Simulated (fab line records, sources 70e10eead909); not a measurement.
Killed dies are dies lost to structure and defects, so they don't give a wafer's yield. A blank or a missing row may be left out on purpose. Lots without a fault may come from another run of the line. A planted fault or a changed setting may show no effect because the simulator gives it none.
Problem report in the 8D (eight disciplines) form, filled by code | flow nand_harc | the parts of the form that need people (team, actions taken, sign-off) are left out

1. THE PROBLEM
heater_power_total_W at NHARC_P_M1_SOFTBAKE_04 reads a mean of 179.92 W on 9 wafers of 3 lots; wafers without a fault read 188.47 W with a standard deviation of 0.15. That is -57 standard deviations from the usual mean.
The step: time 55 s.
First seen on wafer L635.1, day 8 11:00, on litho_track-01. The record holds 45 wafers of 15 lots with a number at this step. Rule for "out", or "out of limits": more than 4 standard deviations from the usual mean. The other wafers with a number count as sound.

2. WHAT IT IS AND WHAT IT IS NOT
question                    | is                     | is not
which readings at this step | heater_power_total_W   | resist_line_temp_C
which lots                  | L635, L637, L638       | L627, L629, L633, L634, L636, L639, L642, L643, L644, L645, L646, L647
which wafers of those lots  | all that have a number | -
read on which tools         | litho_track-01         | litho_track-04, litho_track-06
when                        | from day 8 11:00       | up to then (15 sound wafers); but 21 sound wafers of L639, L642, L643, L644, L645, L646, L647 came after

3. SUSPECTS, AND WHAT RULES EACH OUT
Counting: a tool at a process step up to the reading stays a suspect if it ran every lot that is out and no sound lot after the first of them.
- litho_track-01 at NHARC_P_M1_SOFTBAKE_04 (time 55 s): kept. It ran every lot that is out, first L635 (day 8 11:00), and no sound lot after that; its last sound lot up to then is L634 (day 8 06:00). Its own readings are out on those wafers: heater_power_total_W.
Left after counting: litho_track-01 at NHARC_P_M1_SOFTBAKE_04.

4. THE CAUSE (what the simulator had put in)
Process parameter drift: litho_track-01, from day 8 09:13 on, at NHARC_P_M1_SOFTBAKE_04. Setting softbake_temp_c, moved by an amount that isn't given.
Counting left only this tool.

5. THE CHAIN OF EFFECTS, in route order
Each row: a reading whose mean over the struck wafers that have a number lies more than 3 standard deviations from the usual. Only readings for which the record gives a usual standard deviation are gone through. hours: the time from each lot's start at the first step in this table that gives one to its start at this step, as a median over the lots. sigmas: the change in usual standard deviations.
hours | step                   | reading              | usual    | on struck wafers | change | sigmas
0     | NHARC_P_M1_SOFTBAKE_04 | heater_power_total_W | 188.47 W | 179.92           | -8.55  | -57
The process steps in it:
- NHARC_P_M1_SOFTBAKE_04: time 55 s.
Later measuring or inspecting steps at which every struck wafer that the step has a row for has a number for every such reading, and none has moved that far: NHARC_P_M1_OVL_MEAS_10.

6. WHAT WOULD HAVE CAUGHT IT SOONER
In this record the first reading out of limits was taken at day 8 11:00, 2 hours after the fault began at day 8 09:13.
